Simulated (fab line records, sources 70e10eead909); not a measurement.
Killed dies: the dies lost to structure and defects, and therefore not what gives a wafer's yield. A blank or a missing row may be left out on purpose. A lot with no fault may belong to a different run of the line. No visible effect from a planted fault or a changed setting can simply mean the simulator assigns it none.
A struck lot beside a sound one || flow nand harc || 15 out of 1302 route steps
Sound: wafers L149.2, L149.3, L149.4. The struck wafers were L157.2, L157.4, L157.5. The cause comes at the end.
Each step with rows lists, per side, the tool, then ch with its chambers, then its first start. Under that, the readings that differ: sound wafers || struck wafers || difference of the means || sigmas: that difference in standard deviations of wafers without a fault.
alike: readings whose means differ by less than 2 such deviations, and words and numbers that are the same on both sides. not compared: withheld readings, readings that some wafer has no value for, bounds like >300 that may hide the same value, and numbers for which the record gives no deviation and whose values overlap.
Wherever a step has rows on one side only, a row that says differs or no value, or a row with sigmas, the two part there. Non-overlapping numbers with no deviation appear without sigmas and do not part them. A reading missing from all wafers of one side parts the sides only when that side holds two or more wafers.

NHARC_A_ONON_D2_THK_MEAS_02: measures by ellipsometry.
  sound on film metro-02, day 13 21:13; struck on film metro-01, day 16 22:26
  alike: thk nm
after that, 1 step with no rows for these wafers: NHARC_A_ONON_D2_DEP_03 (target thk 1000 nm).
NHARC_A_ONON_D2_THK_MEAS_05: measures by ellipsometry.
  sound on film metro-02, day 13 21:46; struck on film metro-01, day 16 23:01
{"reading": "thk nm (nm)", "sound": "978 976 977", "struck": "1005 1005 1002", "difference": "+27", "sigmas": "+3"}
after that, 1 step with no rows for these wafers: NHARC_A_ONON_D2_DEP_06 (target thk 1000 nm).
NHARC_A_ONON_D2_THK_MEAS_08: measures by ellipsometry.
  sound on film metro-02, day 13 22:20; struck on film metro-01, day 16 23:35
  alike: thk nm
after that, 1 step with no rows for these wafers: NHARC_A_ONON_D2_DEP_09 (target thk 1000 nm).
NHARC_A_ONON_D2_THK_MEAS_11: measures by ellipsometry.
  sound on film metro-02, day 13 22:54; struck on film metro-01, day 17 00:09
  alike: thk nm
after that, 1 step with no rows for these wafers: NHARC_A_ONON_D2_DEP_12 (target thk 1000 nm).
NHARC_A_ONON_D2_THK_MEAS_14: measures by ellipsometry.
  sound on film metro-01, day 13 23:28; struck on film metro-01, day 17 00:43
  alike: thk nm
then, 2 steps without rows for these wafers: NHARC_A_ONON_D2_ANNEAL_15 (time 3600 s); NHARC_A_ONON_D2_DEP_16 (target thk 1000 nm).
NHARC_A_ONON_D2_THK_MEAS_18: measures by ellipsometry.
  sound on film metro-01, day 14 10:18; struck on film metro-02, day 17 08:46
  alike: thk nm
NHARC_A_ONON_D2_DEP_19: target thk 1000 nm.
  sound on pecvd onon-02 ch 0, day 14 10:25; struck on pecvd onon-03 ch 0, day 17 08:53
NHARC_A_ONON_D2_THK_MEAS_21: measures by ellipsometry.
  sound on film metro-01, day 14 10:52; struck on film metro-02, day 17 09:31
{"reading": "thk nm (nm)", "sound": "1006 1006 1006", "struck": "1076 1074 1077", "difference": "+70", "sigmas": "+7"}
  not compared: hold
-- jump in the record: it breaks off in module A_ONON_D2 and resumes in module END (first step shown: number 1302 of the route), and 11 days separate the struck wafers' starts before and after --
NHARC_END_SORT_01:
  sound on prober-01 ch 0, day 25 14:04; struck on prober-01 ch 0, day 28 08:25
  alike: killed at array, killed at other, killed at periphery, killed dies, killed open, killed short

== WHERE THEY PART ==
Last at NHARC_A_ONON_D2_THK_MEAS_21 as far as this record goes, first at NHARC_A_ONON_D2_THK_MEAS_05. Later steps at which nothing parts them and some readings are alike: NHARC_END_SORT_01.

WHY: what the simulator had put in
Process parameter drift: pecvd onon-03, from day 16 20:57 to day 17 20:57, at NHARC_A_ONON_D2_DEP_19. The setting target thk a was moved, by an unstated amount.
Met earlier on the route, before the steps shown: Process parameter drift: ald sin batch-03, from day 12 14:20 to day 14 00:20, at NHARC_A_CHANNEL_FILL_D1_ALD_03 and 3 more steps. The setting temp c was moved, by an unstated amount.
